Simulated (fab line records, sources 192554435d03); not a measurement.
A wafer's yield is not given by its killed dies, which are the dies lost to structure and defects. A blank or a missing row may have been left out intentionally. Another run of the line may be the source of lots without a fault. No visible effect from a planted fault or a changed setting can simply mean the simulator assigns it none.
fab line records	flow n5Finfet
[record] lots = 24	wafers = 72	lastDay = 19
route steps=1938 shown BEOL_M11@1586 BEOL_M12@1633 BEOL_M13@1675
lots that met no fault: taken from a fault-free run of the same line
startH: hours from the record's opening day to when the first of the lot's shown wafers began	waitH: hours elapsed since this lot's preceding step	" identical to the entry in the row above	L1.1+2: a row that stands for several wafers	- value missing, or start not given	* or withheld: withheld	< > ~ a bound
route shown NAME@n: names a module that has steps shown in the file, with the first one's number in the route	usual: mean and standard deviation over wafers with no fault	same: alike in all rows	chamber/n: place in a boat	sites: readings site by site	_std_site: standard deviation across them	_edge_site: the outer-site mean with the inner-site mean subtracted	radiusMm: for every site, how far away it sits from the centre of the wafer	mask NAME#n: copy n	behind: the most recent tool/chamber to have shaped the wafer	hold: reason for holding the lot/hours on hold/outcome of the hold	device: which transistor (n, p or np) failed to switch	end of line: the route-end tests of the same wafers	a step given without rows: its recipe and nothing more	killed: not the wafer's yield, but the dies lost to structure and defects at the first sort	map: a wafer's dies, marking killed ones x, the rest . and places with no die _
set.NAME: the setting that was run; set.NAME@STEP: the one run at that earlier step	model.NAME: the simulator's own value behind a step, which no gauge read
steps of the route over a sample of lots; a table a step, a row a wafer
services: from which hour (startH, from the record's first day; less than 0 if before it) a tool's chamber was out of use, for how many hours, and why
[[steps]]
[step N5_BEOL_M11_CD_MEAS_35]
[recipe] targetCdNm = 70	polarity = opening
[usual] cdNm = 70.0/0.82
lot.wafer	tool	chamber	startH	waitH	cdNm
L074.2	cdSem-01	-	243.95	0.0	71.2
L074.4	"	-	"	"	70.4
L074.5	"	-	"	"	70.3
L075.1	cdSem-02	-	249.04	0.0	70.6
L075.3	"	-	"	"	71.5
L075.5	"	-	"	"	68.6
L076.1	cdSem-01	-	256.30	0.0	70.2
L076.2	"	-	"	"	70.4
L076.6	"	-	"	"	72.0
L078.1	cdSem-02	-	256.76	0.0	70.7
L078.2	"	-	"	"	70.5
L078.6	"	-	"	"	70.6
L077.2	cdSem-01	-	258.84	0.0	70.3
L077.3	"	-	"	"	70.1
L077.4	"	-	"	"	69.3
L081.2	cdSem-02	-	265.53	0.0	69.2
L081.3	"	-	"	"	69.4
L081.5	"	-	"	"	69.2
L079.3	cdSem-01	-	271.42	0.0	69.3
L079.4	"	-	"	"	69.0
L079.6	"	-	"	"	70.5
L080.1	cdSem-03	-	273.74	0.0	69.3
L080.2	"	-	"	"	70.0
L080.6	"	-	"	"	68.5
L083.1	cdSem-03	-	274.05	0.0	70.1
L083.2	"	-	"	"	69.5
L083.3	"	-	"	"	70.2
L082.2	cdSem-01	-	280.70	0.0	69.4
L082.5	"	-	"	"	68.9
L082.6	"	-	"	"	69.6
L084.1	cdSem-01	-	296.83	0.0	70.4
L084.3	"	-	"	"	70.8
L084.6	"	-	"	"	69.2
L085.1	cdSem-03	-	297.45	0.0	69.2
L085.2	"	-	"	"	70.1
L085.6	"	-	"	"	70.0
L088.2	cdSem-02	-	313.86	0.0	70.8
L088.3	"	-	"	"	72.1
L088.6	"	-	"	"	69.7
L086.4	cdSem-02	-	314.54	0.0	70.4
L086.5	"	-	"	"	71.0
L086.6	"	-	"	"	71.1
L089.3	cdSem-02	-	331.04	0.0	69.8
L089.4	"	-	"	"	69.4
L089.6	"	-	"	"	69.8
L087.1	cdSem-01	-	333.07	0.0	70.8
L087.3	"	-	"	"	68.7
L087.5	"	-	"	"	69.2
L092.1	cdSem-01	-	333.82	0.0	68.9
L092.4	"	-	"	"	69.2
L092.5	"	-	"	"	69.3
L090.1	cdSem-02	-	338.72	0.0	70.2
L090.4	"	-	"	"	68.9
L090.6	"	-	"	"	70.3
L091.1	cdSem-02	-	338.96	0.0	68.6
L091.3	"	-	"	"	69.8
L091.4	"	-	"	"	71.3
L094.2	cdSem-01	-	340.35	0.0	71.4
L094.5	"	-	"	"	71.0
L094.6	"	-	"	"	70.9
L093.1	cdSem-01	-	347.32	0.0	70.1
L093.4	"	-	"	"	69.8
L093.5	"	-	"	"	69.6
L095.1	cdSem-01	-	375.97	0.0	71.3
L095.3	"	-	"	"	70.3
L095.4	"	-	"	"	70.3
L097.1	cdSem-02	-	383.40	0.0	68.5
L097.2	"	-	"	"	68.9
L097.5	"	-	"	"	69.5
L096.4	cdSem-01	-	404.34	0.0	69.8
L096.5	"	-	"	"	68.7
L096.6	"	-	"	"	69.0
[step N5_BEOL_M11_DEP_56]
[recipe] material = SiCN	targetThkA = 300	tempC = withheld	precursor = 3MS/NH3	pressureTorr = 3	rfW = 675	timeS = 10.5
[usual] showerheadPlenumPTorr = 4.170/0.02	throttleValvePct = 17.9/0.97
lot.wafer	tool	chamber	startH	waitH	showerheadPlenumPTorr	throttleValvePct
L074.2	pecvd-04	2	246.35	0.0	4.174	17.8
L074.4	"	0	"	"	4.191	18.7
L074.5	"	0	"	"	4.201	18.9
L075.1	pecvd-01	2	250.95	0.0	4.160	16.4
L075.3	"	1	"	"	4.171	17.6
L075.5	"	1	"	"	4.180	17.4
L076.1	pecvd-01	1	258.62	0.0	4.174	17.5
L076.2	"	2	"	"	4.149	16.4
L076.6	"	1	"	"	4.176	17.7
L078.1	pecvd-02	2	260.23	0.0	4.186	16.3
L078.2	"	0	"	"	4.198	17.8
L078.6	"	0	"	"	4.188	17.9
L077.2	pecvd-01	1	260.92	0.0	4.187	17.4
L077.3	"	0	"	"	4.139	18.1
L077.4	"	1	"	"	4.175	17.4
L081.2	pecvd-02	0	268.33	0.0	4.181	17.8
L081.3	"	2	"	"	4.179	16.5
L081.5	"	1	"	"	4.148	18.0
L079.3	pecvd-02	2	273.71	0.0	4.177	16.3
L079.4	"	1	"	"	4.143	17.9
L079.6	"	2	"	"	4.190	16.7
L080.1	pecvd-04	0	276.24	0.0	4.196	18.8
L080.2	"	2	"	"	4.162	18.0
L080.6	"	1	"	"	4.193	19.8
L083.1	pecvd-02	2	276.52	0.0	4.188	16.4
L083.2	"	1	"	"	4.148	17.8
L083.3	"	0	"	"	4.191	17.7
L082.2	pecvd-04	1	283.01	0.0	4.187	20.0
L082.5	"	0	"	"	4.192	18.8
L082.6	"	1	"	"	4.182	20.3
L084.1	pecvd-01	1	300.50	0.0	4.180	17.5
L084.3	"	2	"	"	4.152	16.2
L084.6	"	2	"	"	4.142	16.6
L085.1	pecvd-04	2	301.15	0.0	4.152	18.2
L085.2	"	0	"	"	4.188	18.7
L085.6	"	2	"	"	4.175	18.0
L088.2	pecvd-02	1	316.10	0.0	4.152	17.9
L088.3	"	0	"	"	4.190	17.8
L088.6	"	0	"	"	4.184	17.7
L086.4	pecvd-02	1	316.85	0.0	4.160	17.8
L086.5	"	0	"	"	4.187	17.9
L086.6	"	1	"	"	4.149	18.0
L089.3	pecvd-02	0	334.23	0.0	4.191	17.7
L089.4	"	2	"	"	4.183	16.9
L089.6	"	1	"	"	4.149	18.0
L087.1	pecvd-01	1	336.82	0.0	4.186	17.5
L087.3	"	2	"	"	4.147	16.5
L087.5	"	2	"	"	4.142	16.2
L092.1	pecvd-01	1	338.05	0.0	4.168	17.6
L092.4	"	1	"	"	4.187	17.6
L092.5	"	2	"	"	4.152	16.7
L090.1	pecvd-02	2	341.69	0.0	4.182	16.8
L090.4	"	1	"	"	4.149	17.7
L090.6	"	2	"	"	4.175	16.7
L091.1	pecvd-04	2	341.94	0.0	4.149	18.3
L091.3	"	0	"	"	4.192	18.7
L091.4	"	0	"	"	4.206	18.8
L094.2	pecvd-04	1	344.01	0.0	4.178	20.3
L094.5	"	0	"	"	4.203	18.7
L094.6	"	1	"	"	4.179	20.1
L093.1	pecvd-04	0	350.05	0.0	4.201	18.9
L093.4	"	2	"	"	4.164	18.4
L093.5	"	0	"	"	4.196	18.7
L095.1	pecvd-02	1	379.19	0.0	4.146	17.8
L095.3	"	2	"	"	4.188	17.1
L095.4	"	1	"	"	4.144	17.7
L097.1	pecvd-02	0	386.75	0.0	4.183	17.7
L097.2	"	1	"	"	4.149	17.8
L097.5	"	1	"	"	4.151	17.9
L096.4	pecvd-04	0	406.43	0.0	4.199	18.8
L096.5	"	1	"	"	4.190	20.1
L096.6	"	2	"	"	4.162	18.2
[step N5_BEOL_M12_OVL_MEAS_29]
[recipe] pointsPerWafer = 44
[usual] M12_OVL = 3/6.1
lot.wafer	tool	chamber	startH	waitH	M12_OVL[nm]
L074.2	overlay-01	0	248.39	0.1	-1
L074.4	"	0	"	"	7
L074.5	"	0	"	"	3
L075.1	overlay-02	0	252.58	0.0	6
L075.3	"	0	"	"	8
L075.5	"	0	"	"	9
L076.1	overlay-02	0	260.13	0.0	1
L076.2	"	0	"	"	-3
L076.6	"	0	"	"	-1
L078.1	overlay-01	0	261.73	0.0	1
L078.2	"	0	"	"	-3
L078.6	"	0	"	"	2
L077.2	overlay-02	0	262.55	0.0	0
L077.3	"	0	"	"	1
L077.4	"	0	"	"	-4
L081.2	overlay-01	0	269.89	0.0	1
L081.3	"	0	"	"	0
L081.5	"	0	"	"	3
L079.3	overlay-02	0	275.33	0.0	5
L079.4	"	0	"	"	4
L079.6	"	0	"	"	0
L080.1	overlay-01	0	277.86	0.0	8
L080.2	"	0	"	"	10
L080.6	"	0	"	"	9
L083.1	overlay-02	0	278.35	0.0	-1
L083.2	"	0	"	"	12
L083.3	"	0	"	"	-1
L082.2	overlay-01	0	284.73	0.0	-6
L082.5	"	0	"	"	2
L082.6	"	0	"	"	-6
L084.1	overlay-02	0	302.12	0.0	11
L084.3	"	0	"	"	13
L084.6	"	0	"	"	9
L085.1	overlay-01	0	303.30	0.0	-7
L085.2	"	0	"	"	-4
L085.6	"	0	"	"	-9
L088.2	overlay-02	0	317.76	0.0	-7
L088.3	"	0	"	"	3
L088.6	"	0	"	"	-10
L086.4	overlay-01	0	318.41	0.0	0
L086.5	"	0	"	"	8
L086.6	"	0	"	"	2
L089.3	overlay-01	0	335.90	0.0	4
L089.4	"	0	"	"	7
L089.6	"	0	"	"	5
L087.1	overlay-01	0	338.37	0.0	-1
L087.3	"	0	"	"	4
L087.5	"	0	"	"	11
L092.1	overlay-02	0	339.55	0.0	1
L092.4	"	0	"	"	-6
L092.5	"	0	"	"	2
L090.1	overlay-02	0	343.20	0.0	-1
L090.4	"	0	"	"	4
L090.6	"	0	"	"	-1
L091.1	overlay-02	0	343.56	0.0	25
L091.3	"	0	"	"	16
L091.4	"	0	"	"	13
L094.2	overlay-02	0	346.07	0.0	8
L094.5	"	0	"	"	-2
L094.6	"	0	"	"	5
L093.1	overlay-01	0	351.79	0.0	3
L093.4	"	0	"	"	-5
L093.5	"	0	"	"	2
L095.1	overlay-01	0	381.08	0.0	-1
L095.3	"	0	"	"	2
L095.4	"	0	"	"	-10
L097.1	overlay-01	0	388.44	0.0	4
L097.2	"	0	"	"	10
L097.5	"	0	"	"	2
L096.4	overlay-02	0	408.21	0.0	-2
L096.5	"	0	"	"	8
L096.6	"	0	"	"	6
[step N5_BEOL_M12_INSPECT_55]
[recipe] inspectInstrument = darkfield	mode = postDep
[usual] rawDefectCount = 78/28
lot.wafer	tool	chamber	startH	waitH	rawDefectCount
L074.2	defectInspect-02	-	250.81	0.0	127
L074.4	"	-	"	"	115
L074.5	"	-	"	"	113
L075.1	defectInspect-02	-	254.90	0.0	90
L075.3	"	-	"	"	87
L075.5	"	-	"	"	85
L076.1	defectInspect-02	-	266.51	0.0	91
L076.2	"	-	"	"	62
L076.6	"	-	"	"	79
L078.1	defectInspect-01	-	267.70	0.0	147
L078.2	"	-	"	"	114
L078.6	"	-	"	"	120
L077.2	defectInspect-02	-	270.11	0.0	80
L077.3	"	-	"	"	72
L077.4	"	-	"	"	74
L081.2	defectInspect-02	-	274.20	0.0	75
L081.3	"	-	"	"	94
L081.5	"	-	"	"	63
L079.3	defectInspect-01	-	283.79	0.0	90
L079.4	"	-	"	"	164
L079.6	"	-	"	"	91
L083.1	defectInspect-01	-	284.51	0.0	101
L083.2	"	-	"	"	201
L083.3	"	-	"	"	143
L080.1	defectInspect-02	-	284.85	0.0	61
L080.2	"	-	"	"	86
L080.6	"	-	"	"	99
L082.2	defectInspect-02	-	289.06	0.0	28
L082.5	"	-	"	"	39
L082.6	"	-	"	"	56
L084.1	defectInspect-01	-	307.82	0.0	44
L084.3	"	-	"	"	65
L084.6	"	-	"	"	57
L085.1	defectInspect-02	-	312.53	0.0	57
L085.2	"	-	"	"	72
L085.6	"	-	"	"	83
L088.2	defectInspect-01	-	321.64	0.0	86
L088.3	"	-	"	"	92
L088.6	"	-	"	"	64
L086.4	defectInspect-02	-	329.78	0.0	87
L086.5	"	-	"	"	97
L086.6	"	-	"	"	121
L089.3	defectInspect-02	-	338.99	0.0	75
L089.4	"	-	"	"	58
L089.6	"	-	"	"	58
L087.1	defectInspect-02	-	340.81	0.0	98
L087.3	"	-	"	"	70
L087.5	"	-	"	"	88
L092.1	defectInspect-02	-	343.87	0.0	61
L092.4	"	-	"	"	46
L092.5	"	-	"	"	73
L090.1	defectInspect-01	-	345.43	0.0	66
L090.4	"	-	"	"	104
L090.6	"	-	"	"	61
L091.1	defectInspect-02	-	348.17	0.0	60
L091.3	"	-	"	"	55
L091.4	"	-	"	"	60
L094.2	defectInspect-01	-	354.44	0.0	100
L094.5	"	-	"	"	94
L094.6	"	-	"	"	69
L093.1	defectInspect-02	-	359.89	0.0	63
L093.4	"	-	"	"	73
L093.5	"	-	"	"	41
L095.1	defectInspect-01	-	384.36	0.0	56
L095.3	"	-	"	"	101
L095.4	"	-	"	"	112
L097.1	defectInspect-01	-	391.31	0.0	33
L097.2	"	-	"	"	58
L097.5	"	-	"	"	48
L096.4	defectInspect-02	-	413.25	0.0	66
L096.5	"	-	"	"	64
L096.6	"	-	"	"	85
[step N5_BEOL_M13_STRIP_63]
[recipe] chemistry = N2/H2	powerW = 1000	tempC = 250	h2Frac = 0.65	overashFraction = 0.3	pressureMtorr = 1000	n2FlowSccm = 1750	h2FlowSccm = 3250
[usual] drypumpMotorCurrentA = 5.2/0.32	h2FlowSccm = 3249/11	heaterPowerW = 332/42	oesProductAu = 0.675/0.0048	stripTimeToEndpointS = 28.5/1.3
lot.wafer	tool	chamber	startH	waitH	drypumpMotorCurrentA	h2FlowSccm	heaterPowerW	oesProductAu	rfHoursCounterH	stripTimeToEndpointS
L074.2	plasmaAsher-01	1	252.99	-	4.9	3253	341	0.672	121	26.2
L074.4	"	1	"	"	4.9	3258	337	0.676	-	26.6
L074.5	"	1	"	"	4.9	3251	337	0.669	-	28.3
L075.1	plasmaAsher-01	1	255.80	-	4.9	3257	328	0.670	122	26.6
L075.3	"	0	"	"	5.0	3258	369	0.678	-	30.1
L075.5	"	1	"	"	4.9	3267	332	0.671	-	27.2
L076.1	plasmaAsher-02	0	267.54	-	5.7	3262	349	0.679	71	29.6
L076.2	"	1	"	"	5.4	3231	255	0.672	71	30.7
L076.6	"	1	"	"	5.4	3245	264	0.674	-	28.4
L078.1	plasmaAsher-02	1	268.85	-	5.4	3251	255	0.675	71	28.6
L078.2	"	0	"	"	5.7	3239	361	0.670	71	30.2
L078.6	"	1	"	"	5.4	3251	259	0.666	-	27.8
L077.2	plasmaAsher-02	0	271.01	-	5.7	3238	343	0.676	72	28.2
L077.3	"	0	"	"	5.7	3252	352	0.676	-	29.9
L077.4	"	1	"	"	5.4	3239	258	0.677	-	27.6
L081.2	plasmaAsher-01	0	275.10	-	4.9	3254	371	0.678	126	28.6
L081.3	"	0	"	"	4.9	3250	375	0.679	-	27.4
L081.5	"	1	"	"	4.9	3282	337	0.682	-	28.8
L079.3	plasmaAsher-01	0	284.91	-	4.9	3252	376	0.673	-	26.5
L079.4	"	1	"	"	4.9	3244	328	0.676	-	28.0
L079.6	"	1	"	"	4.9	3250	337	0.675	-	25.9
L083.1	plasmaAsher-01	0	285.54	-	4.9	3261	370	0.676	128	30.4
L083.2	"	1	"	"	4.9	3241	341	0.677	128	29.1
L083.3	"	1	"	"	4.9	3248	329	0.678	-	28.1
L080.1	plasmaAsher-01	1	285.94	-	4.9	3238	337	0.675	128	28.1
L080.2	"	0	"	"	4.9	3252	374	0.676	128	28.6
L080.6	"	0	"	"	4.9	3238	372	0.686	-	27.6
L082.2	plasmaAsher-02	1	290.09	-	5.4	3265	264	0.681	76	29.0
L082.5	"	0	"	"	5.7	3247	350	0.672	-	28.3
L082.6	"	1	"	"	5.4	3255	253	0.679	-	29.2
L084.1	plasmaAsher-01	0	308.87	-	4.9	3253	368	0.680	131	30.5
L084.3	"	1	"	"	4.9	3250	330	0.672	-	27.8
L084.6	"	1	"	"	4.9	3252	331	0.681	-	28.9
L085.1	plasmaAsher-01	1	313.43	-	4.9	3240	341	0.673	133	27.6
L085.2	"	0	"	"	4.9	3244	366	0.677	133	29.5
L085.6	"	1	"	"	4.9	3253	332	0.672	-	28.6
L088.2	plasmaAsher-02	0	322.64	-	5.7	3250	351	0.676	81	29.5
L088.3	"	1	"	"	5.4	3246	253	0.669	-	28.9
L088.6	"	0	"	"	5.7	3265	357	0.683	-	29.8
L086.4	plasmaAsher-02	0	330.82	-	5.7	3232	347	0.679	-	30.0
L086.5	"	1	"	"	5.4	3277	264	0.676	-	30.5
L086.6	"	0	"	"	5.7	3244	353	0.673	-	29.0
L089.3	plasmaAsher-02	1	340.02	-	5.4	3240	259	0.670	-	28.6
L089.4	"	0	"	"	5.7	3254	353	0.679	-	29.3
L089.6	"	1	"	"	5.4	3243	264	0.675	-	28.3
L087.1	plasmaAsher-01	1	342.02	-	4.9	3236	336	0.684	137	30.3
L087.3	"	0	"	"	4.9	3240	371	0.677	-	30.4
L087.5	"	1	"	"	4.9	3224	333	0.679	-	28.5
L092.1	plasmaAsher-01	1	344.90	-	4.9	3261	337	0.674	138	29.7
L092.4	"	0	"	"	4.9	3228	367	0.674	-	27.7
L092.5	"	1	"	"	4.9	3246	337	0.685	-	28.9
L090.1	plasmaAsher-01	0	346.33	-	4.9	3259	371	0.684	139	28.0
L090.4	"	1	"	"	4.9	3236	332	0.673	-	26.1
L090.6	"	0	"	"	4.9	3258	364	0.683	-	27.1
L091.1	plasmaAsher-02	0	349.13	-	5.7	3234	355	0.671	89	30.1
L091.3	"	0	"	"	5.7	3259	352	0.666	-	30.1
L091.4	"	1	"	"	5.4	3273	262	0.676	-	28.2
L094.2	plasmaAsher-01	1	355.34	-	4.9	3247	334	0.677	141	28.6
L094.5	"	0	"	"	4.9	3262	374	0.665	-	26.9
L094.6	"	1	"	"	4.9	3236	333	0.674	-	29.1
L093.1	plasmaAsher-02	0	360.97	-	5.7	3274	350	0.675	92	28.5
L093.4	"	0	"	"	5.7	3266	358	0.672	-	28.1
L093.5	"	1	"	"	5.4	3240	255	0.666	-	26.2
L095.1	plasmaAsher-02	0	385.32	-	5.7	3257	356	0.681	96	28.5
L095.3	"	1	"	"	5.4	3235	259	0.674	-	27.6
L095.4	"	0	"	"	5.7	3262	358	0.673	-	27.9
L097.1	plasmaAsher-02	0	392.40	-	5.7	3253	360	0.686	97	29.2
L097.2	"	1	"	"	5.4	3245	260	0.673	97	27.4
L097.5	"	0	"	"	5.7	3254	355	0.669	-	27.9
L096.4	plasmaAsher-01	1	414.30	-	4.9	3255	336	0.664	-	26.8
L096.5	"	0	"	"	4.9	3254	369	0.680	-	28.4
L096.6	"	1	"	"	4.9	3253	344	0.673	-	28.0
[step N5_BEOL_M13_DEP_53]
[recipe] material = SiCN	targetThkA = 500	tempC = withheld	precursor = 3MS/NH3	pressureTorr = 3	rfW = 675	timeS = 17.8
[usual] showerheadPlenumPTorr = 4.175/0.017	throttleValvePct = 18.0/1.1
lot.wafer	tool	chamber	startH	waitH	showerheadPlenumPTorr	throttleValvePct
L074.2	pecvd-04	2	257.50	0.0	4.163	18.1
L074.4	"	1	"	"	4.181	20.4
L074.5	"	2	"	"	4.162	18.0
L075.1	pecvd-04	1	260.86	0.0	4.183	20.2
L075.3	"	2	"	"	4.169	18.2
L075.5	"	0	"	"	4.200	18.7
L076.1	pecvd-04	2	270.48	0.0	4.165	17.8
L076.2	"	0	"	"	4.192	18.8
L076.6	"	1	"	"	4.179	20.2
L078.1	pecvd-04	0	273.12	0.0	4.199	18.7
L078.2	"	1	"	"	4.184	20.0
L078.6	"	2	"	"	4.155	18.1
L077.2	pecvd-02	1	274.53	0.0	4.140	18.0
L077.3	"	0	"	"	4.189	17.9
L077.4	"	0	"	"	4.177	17.8
L081.2	pecvd-02	2	284.48	0.0	4.187	16.4
L081.3	"	1	"	"	4.138	17.9
L081.5	"	0	"	"	4.180	17.9
L079.3	pecvd-03	2	289.39	0.0	4.174	15.7
L079.4	"	1	"	"	4.187	18.0
L079.6	"	2	"	"	4.162	15.6
L083.1	pecvd-03	2	291.39	0.0	4.167	15.6
L083.2	"	1	"	"	4.172	18.0
L083.3	"	0	"	"	4.184	17.6
L080.1	pecvd-02	1	293.49	0.0	4.128	17.7
L080.2	"	2	"	"	4.188	16.5
L080.6	"	1	"	"	4.148	18.0
L082.2	pecvd-04	0	298.16	0.0	4.195	18.9
L082.5	"	2	"	"	4.154	18.2
L082.6	"	0	"	"	4.194	18.9
L084.1	pecvd-02	2	312.17	0.0	4.187	16.6
L084.3	"	0	"	"	4.183	18.0
L084.6	"	0	"	"	4.189	17.9
L085.1	pecvd-03	1	316.78	0.0	4.180	18.1
L085.2	"	0	"	"	4.188	17.4
L085.6	"	1	"	"	4.183	18.0
L088.2	pecvd-04	0	328.26	0.0	4.183	18.9
L088.3	"	1	"	"	4.187	20.0
L088.6	"	0	"	"	4.201	19.1
L086.4	pecvd-04	0	334.87	0.0	4.199	19.1
L086.5	"	2	"	"	4.166	18.0
L086.6	"	1	"	"	4.182	20.0
L089.3	pecvd-02	1	344.72	0.0	4.149	17.7
L089.4	"	2	"	"	4.185	16.7
L089.6	"	1	"	"	4.152	18.0
L087.1	pecvd-02	2	345.07	0.0	4.179	17.0
L087.3	"	1	"	"	4.141	17.5
L087.5	"	0	"	"	4.193	18.0
L092.1	pecvd-03	2	353.73	0.0	4.167	15.4
L092.4	"	1	"	"	4.185	18.4
L092.5	"	2	"	"	4.167	15.6
L091.1	pecvd-02	0	354.25	0.0	4.183	17.9
L091.3	"	0	"	"	4.188	17.8
L091.4	"	1	"	"	4.140	17.7
L090.1	pecvd-02	1	356.41	0.0	4.146	18.1
L090.4	"	0	"	"	4.173	17.9
L090.6	"	2	"	"	4.180	17.0
L094.2	pecvd-02	0	362.69	0.0	4.184	17.7
L094.5	"	2	"	"	4.185	16.8
L094.6	"	1	"	"	4.152	17.7
L093.1	pecvd-03	2	365.69	0.0	4.169	15.7
L093.4	"	1	"	"	4.182	17.9
L093.5	"	0	"	"	4.179	17.5
L095.1	pecvd-04	2	388.41	0.0	4.161	18.2
L095.3	"	0	"	"	4.199	19.0
L095.4	"	0	"	"	4.181	18.8
L097.1	pecvd-02	0	395.88	0.0	4.176	17.5
L097.2	"	1	"	"	4.137	17.9
L097.5	"	0	"	"	4.179	17.8
L096.4	pecvd-04	0	420.21	0.0	4.198	18.7
L096.5	"	1	"	"	4.174	20.1
L096.6	"	2	"	"	4.161	18.2
[[services]]
tool	chamber	startH	hours	kind
pecvd-03	-	225.44	0.3	repair
pecvd-04	1	225.77	26.1	repair
plasmaAsher-02	-	234.46	1.5	repair
pecvd-02	-	256.38	0.4	repair
pecvd-01	-	262.33	14.6	pm
pecvd-04	1	296.97	5.5	scheduledDown
pecvd-02	2	316.73	9.6	repair
plasmaAsher-01	-	321.48	10.5	repair
pecvd-02	0	322.53	2.1	scheduledDown
pecvd-04	2	326.42	2.1	scheduledDown
pecvd-03	1	334.05	5.2	repair
pecvd-02	1	335.68	2.1	scheduledDown
plasmaAsher-02	-	340.56	5.3	repair
pecvd-02	2	347.48	3.2	repair
pecvd-02	2	350.87	5.5	scheduledDown
pecvd-01	0	364.40	2.1	scheduledDown
plasmaAsher-02	-	369.46	0.3	repair
pecvd-03	-	369.76	1.0	repair
pecvd-03	-	370.96	1.7	repair
plasmaAsher-02	-	374.94	2.8	pm
pecvd-01	2	375.82	5.5	scheduledDown
pecvd-02	2	381.79	16.6	repair
pecvd-02	1	391.10	3.5	repair
pecvd-04	0	400.98	2.1	scheduledDown
[[key]]
fault none
